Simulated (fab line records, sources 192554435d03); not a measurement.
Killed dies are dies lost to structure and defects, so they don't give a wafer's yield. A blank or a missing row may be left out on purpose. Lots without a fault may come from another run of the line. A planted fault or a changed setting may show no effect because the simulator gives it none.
Chamber matching | flow n5_finfet | N5_MOL_CONTACT_COAG_ALD_20 on ald_metal-01: 4 sister chambers
The step deposits TiN, target thk 1.5 nm, pulse time 1 s, purge time 3 s. 14 wafers are shown with their chamber, then 7 later ones without.

WAFERS WITH THEIR CHAMBER
wafer  | chamber | heater_power_outer_w (W) | heater_power_w (W) | susceptor_temp_C (C)
L075.2 | 2       | 487                      | 812                | 400.12
L075.3 | 0       | 501                      | 823                | 400.13
L075.6 | 3       | 521                      | 824                | 400.00
L081.3 | 3       | 512                      | 839                | 400.40
L081.4 | 2       | 495                      | 800                | 400.48
L081.5 | 3       | 515                      | 839                | 400.39
L082.1 | 0       | 515                      | 799                | 400.21
L082.3 | 1       | 668                      | 1084               | 400.33
L082.4 | 1       | 652                      | 1084               | 400.15
L085.1 | 0       | 519                      | 804                | 399.76
L085.3 | 2       | 487                      | 829                | 400.06
L085.6 | 0       | 522                      | 820                | 399.89
L088.1 | 1       | 660                      | 1116               | 399.85
L088.5 | 2       | 482                      | 811                | 399.70

SIGNATURES (means of the wafers above)
reading              | chamber 0 | chamber 1 | chamber 2 | chamber 3 | scatter within a chamber
heater_power_outer_w | 514.25    | 660.00    | 487.75    | 516.00    | 7.18
heater_power_w       | 811.50    | 1094.67   | 813.00    | 834.00    | 13
susceptor_temp_C     | 399.9975  | 400.1100  | 400.0900  | 400.2633  | 0.257
Rule: a wafer's distance from a chamber is the root of the sum, over the readings, of the square of ((its reading less the chamber's mean) divided by the reading's scatter). The wafer belongs to the nearest chamber; if the next one is less than 2 further off, it can't be placed. The scatter: the root of (the sum of the squares of (reading less its chamber's mean) over the shown wafers, divided by (wafers less chambers)).

WAFERS WITHOUT THEIR CHAMBER
wafer  | heater_power_outer_w (W) | heater_power_w (W) | susceptor_temp_C (C)
L088.6 | 530                      | 819                | 399.96
L091.1 | 484                      | 815                | 400.09
L091.2 | 654                      | 1105               | 400.07
L091.4 | 514                      | 798                | 400.09
L092.2 | 510                      | 809                | 400.16
L092.3 | 486                      | 799                | 400.17
L092.4 | 673                      | 1109               | 399.80

WHICH CHAMBER EACH WENT THROUGH
wafer  | from the rows above     | in truth
L088.6 | can't be placed: 0 or 3 | 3
L091.1 | 2                       | 2
L091.2 | 1                       | 1
L091.4 | can't be placed: 0 or 3 | 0
L092.2 | can't be placed: 0 or 3 | 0
L092.3 | 2                       | 2
L092.4 | 1                       | 1
Placed correctly: 4 of 7. Can't be placed from these rows: 3 (the true chamber is among the candidates in 3). Placed wrongly: 0.
